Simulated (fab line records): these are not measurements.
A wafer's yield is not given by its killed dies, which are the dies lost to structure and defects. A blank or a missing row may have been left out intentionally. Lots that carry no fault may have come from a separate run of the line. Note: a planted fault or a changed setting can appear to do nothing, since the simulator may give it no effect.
fab line records	flow nand_harc
record lots=6	wafers=18	last_day=31
route steps=1302 shown P_M2@339 P_BONDPAD@351 END@1302
lots that met no fault: taken from a fault-free run of the same line
start_h: start of the lot's first displayed wafer, in hours after the record's first day	wait_h: how many hours have passed since the lot's step before this one	" repeats the value in the row above	L1.1+2: several wafers, shown together as one row	- no value, or no start was given	* or withheld: withheld	< > ~ a bound
route shown NAME@n: NAME is a module with steps in the file, n the number in the route of the first one	usual: mean and standard deviation over wafers with no fault	same: alike in all rows	chamber/n: place in a boat	sites: each site's reading	_std_site: how widely they spread, as a standard deviation	_edge_site: the outer-site mean with the inner-site mean subtracted	radius_mm: for every site, how far away it sits from the centre of the wafer	mask NAME#n: copy n	behind: the tool/chamber that last shaped the wafer	hold: cause of the lot's hold/its duration in hours/its outcome	device: the n, p or np transistor that did not switch	end of line: the route-end tests of the same wafers	a step given without rows: its recipe and nothing more	killed: at the first sort, the dies lost to defects and structure; wafer yield is something else	map: a wafer's dies, marking killed ones x, the rest . and places with no die _
set.NAME: the setting as run; set.NAME@STEP: as run at that earlier step	model.NAME: the simulator's own value behind a step, which no gauge read
lots at selected steps of the route; one table per step, one row per wafer
services: from which hour (start_h, from the record's first day; less than 0 if before it) a tool's chamber was out of use, for how many hours, and why
## steps
# step NHARC_P_M2_PRE_CLEAN_30
# recipe time_s=30	temp_c=280	gas=H2/He
# usual heater_power_w=418/42
lot.wafer	tool	chamber	start_h	wait_h	heater_power_w
L755.1	pvd_sputter-03	-	-	-	368
L755.3	"	-	"	"	402
L755.5	"	-	"	"	473
L760.3	pvd_sputter-02	-	-	-	437
L760.4	"	-	"	"	461
L760.6	"	-	"	"	431
L761.3	pvd_sputter-03	-	-	-	369
L761.1	"	-	"	"	463
L761.6	"	-	"	"	474
L764.2	pvd_sputter-01	-	-	-	416
L764.6	"	-	"	"	426
L764.5	"	-	"	"	354
L767.4	pvd_sputter-01	-	-	-	412
L767.2	"	-	"	"	374
L767.5	"	-	"	"	424
L768.1	pvd_sputter-03	-	-	-	378
L768.4	"	-	"	"	369
L768.5	"	-	"	"	379
# step NHARC_P_M2_PVD_20
# recipe target_thk_a=50	bias_v=168.6	power_w=15000	chamber_pressure_pa=0.12	time_s=8.06	substrate_temp_c=50	material=TaN
# usual throttle_valve_pct=29.9/1.2
lot.wafer	tool	chamber	start_h	wait_h	throttle_valve_pct
L755.1	pvd_sputter-03	-	-	-	28.7
L755.3	"	-	"	"	30.5
L755.5	"	-	"	"	30.4
L760.3	pvd_sputter-02	-	-	-	29.0
L760.4	"	-	"	"	28.8
L760.6	"	-	"	"	28.9
L761.1	pvd_sputter-03	-	-	-	29.9
L761.3	"	-	"	"	29.5
L761.6	"	-	"	"	29.0
L764.2	pvd_sputter-01	-	-	-	29.2
L764.6	"	-	"	"	31.3
L764.5	"	-	"	"	30.4
L767.4	pvd_sputter-01	-	-	-	31.8
L767.2	"	-	"	"	30.6
L767.5	"	-	"	"	29.4
L768.4	pvd_sputter-03	-	-	-	29.5
L768.1	"	-	"	"	31.3
L768.5	"	-	"	"	28.9
# step NHARC_P_M2_PVD_21
# recipe target_thk_a=300	chamber_pressure_pa=5	power_w=5000	substrate_temp_c=30	time_s=20.49	material=Cu
# usual throttle_valve_pct=29.9/1.2
lot.wafer	tool	chamber	start_h	wait_h	throttle_valve_pct
L755.1	pvd_sputter-03	-	-	-	30.6
L755.3	"	-	"	"	29.0
L755.5	"	-	"	"	30.6
L760.3	pvd_sputter-02	-	-	-	29.2
L760.4	"	-	"	"	28.2
L760.6	"	-	"	"	29.1
L761.3	pvd_sputter-03	-	-	-	31.1
L761.1	"	-	"	"	29.1
L761.6	"	-	"	"	28.9
L764.2	pvd_sputter-01	-	-	-	31.7
L764.6	"	-	"	"	32.0
L764.5	"	-	"	"	29.2
L767.2	pvd_sputter-01	-	-	-	31.6
L767.4	"	-	"	"	31.7
L767.5	"	-	"	"	29.4
L768.4	pvd_sputter-03	-	-	-	29.1
L768.1	"	-	"	"	29.0
L768.5	"	-	"	"	29.6
# step NHARC_P_M2_ECD_22
# recipe target_thk_a=4000	bath_temp_c=25	material=Cu
# step NHARC_P_M2_ANNEAL_31
# recipe temp_c=225	time_s=90
# usual anneal_temp_c=224.93/0.16	wafer_temp_C_max=226.3/0.31
lot.wafer	tool	chamber	start_h	wait_h	anneal_temp_c	wafer_temp_C_max
L755.1	rtp_anneal-01	0	168.24	0.3	225.01	226.2
L755.3	"	0	"	"	224.88	226.2
L755.5	"	0	"	"	224.82	226.4
L760.3	rtp_anneal-01	0	210.26	-	224.87	226.6
L760.4	"	0	"	"	225.00	226.3
L760.6	"	0	"	"	224.99	226.7
L761.1	rtp_anneal-02	0	230.19	0.3	225.13	226.5
L761.3	"	0	"	"	224.90	226.5
L761.6	"	0	"	"	225.04	226.4
L764.2	rtp_anneal-02	0	250.35	0.3	224.68	226.3
L764.5	"	0	"	"	224.96	226.2
L764.6	"	0	"	"	224.98	226.1
L767.2	rtp_anneal-02	0	289.97	-	225.17	226.3
L767.4	"	0	"	"	224.91	226.3
L767.5	"	0	"	"	225.09	226.7
L768.1	rtp_anneal-01	0	308.66	0.3	224.84	225.8
L768.4	"	0	"	"	224.90	226.0
L768.5	"	0	"	"	224.85	226.3
# step NHARC_P_M2_CMP_23
# recipe t_overpolish_s=20	target_thk_nm=144.3
# step NHARC_P_M2_THK_MEAS_24
# recipe thk_meas_gauge=xrf
# usual thk_nm=144.2/2
lot.wafer	tool	chamber	start_h	wait_h	thk_nm
L755.1	film_metro-01	-	168.90	-	144.5
L755.3	"	-	"	"	144.3
L755.5	"	-	"	"	144.8
L760.3	film_metro-01	-	210.81	-	142.8
L760.4	"	-	"	"	145.6
L760.6	"	-	"	"	144.6
L761.1	film_metro-01	-	230.85	-	141.3
L761.3	"	-	"	"	146.2
L761.6	"	-	"	"	146.8
L764.2	film_metro-01	-	250.96	-	142.1
L764.5	"	-	"	"	144.5
L764.6	"	-	"	"	144.6
L767.2	film_metro-01	-	290.58	-	140.6
L767.4	"	-	"	"	144.6
L767.5	"	-	"	"	141.4
L768.1	film_metro-01	-	309.32	-	143.1
L768.4	"	-	"	"	145.0
L768.5	"	-	"	"	142.5
# step NHARC_P_M2_SRD_25
# step NHARC_P_M2_INSPECT_27
# usual raw_defect_count=345/180
lot.wafer	tool	chamber	start_h	wait_h	raw_defect_count
L755.1	defect_inspect-02	-	169.06	0.0	250
L755.3	"	-	"	"	265
L755.5	"	-	"	"	404
L760.3	defect_inspect-02	-	210.97	0.0	268
L760.4	"	-	"	"	297
L760.6	"	-	"	"	213
L761.1	defect_inspect-01	-	231.01	0.0	346
L761.3	"	-	"	"	433
L761.6	"	-	"	"	453
L764.2	defect_inspect-02	-	251.12	0.0	250
L764.5	"	-	"	"	189
L764.6	"	-	"	"	288
L767.2	defect_inspect-02	-	290.74	0.0	266
L767.4	"	-	"	"	335
L767.5	"	-	"	"	212
L768.1	defect_inspect-01	-	309.78	0.0	343
L768.4	"	-	"	"	194
L768.5	"	-	"	"	137
# step NHARC_P_M2_PRE_CLEAN_32
# recipe time_s=12	temp_c=370	rf_power_w=300	gas=NH3
# step NHARC_P_M2_DEP_33
# recipe target_thk_a=300	temp_c=370	target_thk_nm=30	pressure_torr=3	flow_sccm=200	rf_w=450	material=SiCN
# usual heater_power_w=584/71	rf_fwd_power_W=449.1/1.3	showerhead_vpp_V=1280/68
lot.wafer	tool	chamber	start_h	wait_h	heater_power_w	rf_fwd_power_W	showerhead_vpp_V
L755.3	pecvd-01	0	169.21	0.1	741	448.2	1330
L755.1	"	2	"	"	567	448.3	1233
L755.5	"	0	"	"	754	448.3	1323
L760.3	pecvd-01	2	211.20	0.1	592	449.7	1217
L760.4	"	1	"	"	534	450.1	1190
L760.6	"	2	"	"	563	449.7	1236
L761.1	pecvd-01	0	231.20	0.1	670	447.1	1338
L761.3	"	2	"	"	576	447.8	1192
L761.6	"	0	"	"	673	448.0	1318
L764.2	pecvd-02	1	251.35	0.1	538	447.8	1407
L764.5	"	2	"	"	528	449.4	1242
L764.6	"	0	"	"	595	447.3	1305
L767.2	pecvd-03	2	290.93	0.1	553	448.5	1246
L767.5	"	1	"	"	651	450.1	1355
L767.4	"	0	"	"	490	448.5	1290
L768.1	pecvd-03	0	310.02	0.1	433	449.0	1271
L768.5	"	1	"	"	576	448.8	1338
L768.4	"	2	"	"	548	449.0	1255
# step NHARC_P_BONDPAD_DEP_00
# recipe target_thk_a=2500	temp_c=370	target_thk_nm=250	pressure_torr=3	flow_sccm=200	rf_w=450	material=SiCN
# usual heater_power_w=586/91	rf_fwd_power_W=449.2/1.4	showerhead_vpp_V=1289/62
lot.wafer	tool	chamber	start_h	wait_h	heater_power_w	rf_fwd_power_W	showerhead_vpp_V
L755.1	pecvd-03	0	169.63	-	472	449.9	1274
L755.3	"	2	"	"	589	449.7	1248
L755.5	"	2	"	"	586	449.9	1237
L760.3	pecvd-02	0	211.57	-	650	451.3	1306
L760.6	"	2	"	"	610	448.6	1213
L760.4	"	0	"	"	663	450.6	1312
L761.1	pecvd-03	0	231.73	0.5	456	451.9	1290
L761.3	"	1	"	"	540	447.9	1353
L761.6	"	1	"	"	581	449.9	1331
L764.2	pecvd-01	2	251.74	-	520	447.2	1205
L764.5	"	0	"	"	780	448.9	1327
L764.6	"	2	"	"	530	449.2	1225
L767.2	pecvd-01	1	291.37	-	633	268.6	914
L767.4	"	0	"	"	771	267.8	1036
L767.5	"	1	"	"	647	270.0	912
L768.1	pecvd-01	1	310.39	-	638	271.6	914
L768.4	"	0	"	"	808	266.0	1020
L768.5	"	0	"	"	833	266.2	1014
# step NHARC_P_BONDPAD_CMP_32
# recipe target_thk_nm=200	material=SiCN
# step NHARC_END_SORT_01
# recipe temp_c=25
# usual defect_limited_yield=90/3.4	killed_at_array=61/24	killed_at_other=1.2/1.3	killed_at_periphery=3.7/2.6	killed_dies=66/23	killed_open=3.3/1.8	killed_short=2.4/1.6
# same gross_dies=677
lot.wafer	tool	chamber	start_h	wait_h	defect_limited_yield[%]	killed_at_array	killed_at_other	killed_at_periphery	killed_dies	killed_open	killed_short
L755.1	prober-02	0	601.10	2.5	87	81	2	3	86	4	3
L755.3	prober-02	0	602.72	3.1	86	89	0	3	92	4	7
L755.5	prober-02	0	604.33	3.7	84	92	4	10	106	5	1
L760.3	prober-01	0	623.65	3.1	83	112	0	0	112	1	2
L760.4	prober-01	0	624.45	3.4	85	98	1	3	102	2	1
L760.6	prober-01	0	626.04	4.0	84	105	1	4	110	7	2
L761.1	prober-01	0	656.48	2.5	92	54	3	0	57	4	2
L761.3	prober-01	0	658.08	3.1	90	67	0	0	67	5	1
L761.6	prober-01	0	660.47	4.0	92	50	3	0	53	2	3
L764.2	prober-02	0	680.15	2.8	90	61	1	7	69	2	5
L764.5	prober-02	0	682.58	3.7	89	72	1	1	74	4	2
L764.6	prober-02	0	683.39	4.1	90	64	2	3	69	3	2
L767.2	prober-02	0	710.39	2.8	88	77	0	6	83	2	4
L767.4	prober-02	0	712.00	3.4	89	76	0	1	77	2	2
L767.5	prober-02	0	712.80	3.7	88	80	0	3	83	2	1
L768.1	prober-02	0	749.99	2.5	90	67	0	2	69	2	2
L768.4	prober-02	0	752.45	3.4	89	73	1	2	76	3	4
L768.5	prober-02	0	753.26	3.8	89	70	1	5	76	2	2
# killed by level:class
L755.1 A_CHANNEL_HOLE_D1:chamber_film_flake=34 A_SLIT:chamber_film_flake=22 A_CHANNEL_HOLE_D2:chamber_film_flake=8 A_CONTACT:chamber_film_flake=7 P_GATE:chamber_film_flake=2 A_WL_FILL:chamber_film_flake=2 THIN_TSV:chamber_film_flake=2 P_STI:geometric_particle:open=1
L755.3 A_CHANNEL_HOLE_D1:chamber_film_flake=39 A_SLIT:chamber_film_flake=21 A_CHANNEL_HOLE_D2:chamber_film_flake=8 A_CONTACT:chamber_film_flake=6 A_ZERO_WELL:chamber_film_flake=3 P_GATE:geometric_particle:short=1 P_M0:geometric_particle:open=1 A_CHANNEL_FILL_D1:geometric_particle:open=1
L755.5 A_CHANNEL_HOLE_D1:chamber_film_flake=29 A_SLIT:chamber_film_flake=29 A_CONTACT:chamber_film_flake=13 A_CHANNEL_HOLE_D2:chamber_film_flake=8 P_GATE:chamber_film_flake=7 A_CHANNEL_FILL_D1:chamber_film_flake=3 THIN_TSV:chamber_film_flake=3 A_ZERO_WELL:chamber_film_flake=2
L760.3 A_CHANNEL_HOLE_D1:chamber_film_flake=34 A_SLIT:chamber_film_flake=34 A_CHANNEL_HOLE_D2:chamber_film_flake=33 A_STAIRCASE:chamber_film_flake=4 A_CONTACT:chamber_film_flake=4 A_CHANNEL_FILL_D1:geometric_particle:short=1 A_CHANNEL_FILL_D2:geometric_particle:short=1 A_WL_FILL:geometric_particle:open=1
L760.4 A_CHANNEL_HOLE_D2:chamber_film_flake=32 A_CHANNEL_HOLE_D1:chamber_film_flake=29 A_SLIT:chamber_film_flake=25 A_CONTACT:chamber_film_flake=4 P_BONDPAD:chamber_film_flake=2 A_STAIRCASE:chamber_film_flake=2 A_WL_FILL:chamber_film_flake=2 A_ONON_D1:geometric_particle:open=1
L760.6 A_SLIT:chamber_film_flake=32 A_CHANNEL_HOLE_D2:chamber_film_flake=30 A_CHANNEL_HOLE_D1:chamber_film_flake=28 A_WL_FILL:chamber_film_flake=4 A_CONTACT:chamber_film_flake=2 P_CONTACT:geometric_particle:open=1 P_M1:geometric_particle:open=1 A_CHANNEL_FILL_D1:geometric_particle:open=1
L761.1 A_SLIT:chamber_film_flake=25 A_CHANNEL_HOLE_D2:chamber_film_flake=16 THIN_TSV:chamber_film_flake=3 A_CHANNEL_HOLE_D1:chamber_film_flake=2 A_STAIRCASE:chamber_film_flake=2 A_SOURCE_PLATE:geometric_particle:open=1 A_SOURCE_PLATE:geometric_particle:short=1 A_CHANNEL_FILL_D1:geometric_particle:open=1
L761.3 A_SLIT:chamber_film_flake=32 A_CHANNEL_HOLE_D2:chamber_film_flake=18 A_CHANNEL_HOLE_D1:chamber_film_flake=7 A_CONTACT:chamber_film_flake=3 A_ONON_D2:geometric_particle:open=2 A_SOURCE_PLATE:geometric_particle:open=1 A_ONON_D2:geometric_particle:short=1 A_BLC:geometric_particle:open=1
L761.6 A_SLIT:chamber_film_flake=25 A_CHANNEL_HOLE_D2:chamber_film_flake=14 THIN_TSV:chamber_film_flake=3 A_CHANNEL_FILL_D2:geometric_particle:short=2 A_STAIRCASE:chamber_film_flake=2 A_ONON_D2:geometric_particle:short=1 A_CHANNEL_FILL_D2:geometric_particle:open=1 A_WL_FILL:geometric_particle:open=1
L764.2 A_CHANNEL_HOLE_D1:chamber_film_flake=28 A_CHANNEL_HOLE_D2:chamber_film_flake=15 A_STAIRCASE:chamber_film_flake=7 P_ZERO_WELL:chamber_film_flake=3 P_GATE:chamber_film_flake=3 A_CONTACT:chamber_film_flake=3 A_WL_FILL:geometric_particle:short=2 A_DECK1_JOINT:chamber_film_flake=2
L764.5 A_CHANNEL_HOLE_D1:chamber_film_flake=31 A_CHANNEL_HOLE_D2:chamber_film_flake=20 A_STAIRCASE:chamber_film_flake=7 A_SLIT:chamber_film_flake=5 A_CHANNEL_FILL_D2:geometric_particle:open=2 A_CONTACT:chamber_film_flake=2 A_CHANNEL_HOLE_D1:geometric_particle:short=1 A_DECK1_JOINT:geometric_particle:short=1
L764.6 A_CHANNEL_HOLE_D1:chamber_film_flake=36 A_CHANNEL_HOLE_D2:chamber_film_flake=13 A_STAIRCASE:chamber_film_flake=5 A_CONTACT:chamber_film_flake=3 P_ZERO_WELL:chamber_film_flake=2 A_SLIT:chamber_film_flake=2 THIN_TSV:chamber_film_flake=2 P_STI:geometric_particle:open=1
L767.2 A_CHANNEL_HOLE_D1:chamber_film_flake=31 A_CHANNEL_HOLE_D2:chamber_film_flake=22 A_CONTACT:chamber_film_flake=12 A_ONON_D1:geometric_particle:short=2 A_CHANNEL_FILL_D2:geometric_particle:open=2 P_ZERO_WELL:chamber_film_flake=2 P_GATE:chamber_film_flake=2 A_SLIT:chamber_film_flake=2
L767.4 A_CHANNEL_HOLE_D1:chamber_film_flake=36 A_CHANNEL_HOLE_D2:chamber_film_flake=23 A_CONTACT:chamber_film_flake=7 A_SLIT:chamber_film_flake=3 A_STAIRCASE:chamber_film_flake=2 A_CHANNEL_FILL_D1:geometric_particle:short=1 A_ONON_D2:geometric_particle:open=1 A_CHANNEL_HOLE_D2:geometric_particle:short=1
L767.5 A_CHANNEL_HOLE_D1:chamber_film_flake=38 A_CHANNEL_HOLE_D2:chamber_film_flake=22 A_CONTACT:chamber_film_flake=10 A_SLIT:chamber_film_flake=5 P_GATE:chamber_film_flake=2 A_CHANNEL_FILL_D2:geometric_particle:short=1 A_CHANNEL_FILL_D2:geometric_particle:open=1 A_WL_FILL:chamber_film_flake=1
L768.1 A_CHANNEL_HOLE_D2:chamber_film_flake=29 A_CHANNEL_HOLE_D1:chamber_film_flake=26 A_STAIRCASE:chamber_film_flake=3 P_M2:chamber_film_flake=2 A_SLIT:chamber_film_flake=2 A_CONTACT:chamber_film_flake=2 A_ONON_D2:geometric_particle:open=1 A_STAIRCASE:geometric_particle:short=1
L768.4 A_CHANNEL_HOLE_D1:chamber_film_flake=34 A_CHANNEL_HOLE_D2:chamber_film_flake=25 A_CONTACT:chamber_film_flake=4 A_STAIRCASE:chamber_film_flake=2 P_GATE:geometric_particle:open=1 A_ONON_D2:geometric_particle:short=1 A_ONON_D2:geometric_particle:open=1 A_CHANNEL_HOLE_D2:geometric_particle:short=1
L768.5 A_CHANNEL_HOLE_D2:chamber_film_flake=35 A_CHANNEL_HOLE_D1:chamber_film_flake=27 A_CONTACT:chamber_film_flake=2 P_M2:chamber_film_flake=2 P_CONTACT:geometric_particle:short=1 A_DECK1_JOINT:geometric_particle:open=1 A_SGD_CUT:geometric_particle:short=1 A_M1:geometric_particle:open=1
## services
tool	chamber	start_h	hours	kind
pvd_sputter-03	-	170.03	10.0	pm
pecvd-03	-	185.05	13.0	pm
pecvd-03	0	185.05	13.0	vent_cycle
pecvd-03	1	185.05	13.0	vent_cycle
pecvd-03	2	185.05	13.0	vent_cycle
pecvd-01	2	195.37	4.4	repair
pecvd-03	0	198.05	-	clean
pecvd-03	1	198.05	-	clean
pecvd-03	2	198.05	-	clean
pecvd-01	2	211.66	7.9	repair
pecvd-01	-	214.50	0.7	repair
pecvd-01	1	221.56	54.0	repair
pvd_sputter-03	-	223.56	3.3	repair
pvd_sputter-01	-	226.02	10.0	pm
pecvd-02	-	227.13	13.0	pm
pecvd-02	0	227.13	13.0	vent_cycle
pecvd-02	1	227.13	13.0	vent_cycle
pecvd-02	2	227.13	13.0	vent_cycle
pecvd-02	0	240.13	-	clean
pecvd-02	1	240.13	-	clean
pecvd-01	2	260.26	167.5	repair
pecvd-01	-	276.26	1.3	repair
pecvd-01	1	278.56	8.9	repair
pvd_sputter-02	-	282.00	10.0	pm
## key
first_sign step=NHARC_P_BONDPAD_DEP_00	reading=rf_fwd_power_W	direction=down	sigmas=99+	usual=*	struck=*
effect step=NHARC_P_BONDPAD_DEP_00	reading=showerhead_vpp_V	direction=down	sigmas=5.2	usual=1289	struck=968
met_at NHARC_P_BONDPAD_DEP_00
struck_wafers L767.2,L767.4,L767.5,L768.1,L768.4,L768.5
onset_between 251.74 291.37
fault kind=process_parameter_drift	tool=pecvd-01	chamber=-	onset_h=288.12	steps=NHARC_P_BONDPAD_DEP_00	channel=rf_w	offset=*	shape=step	end_h=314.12	acts_in=*	stated=*
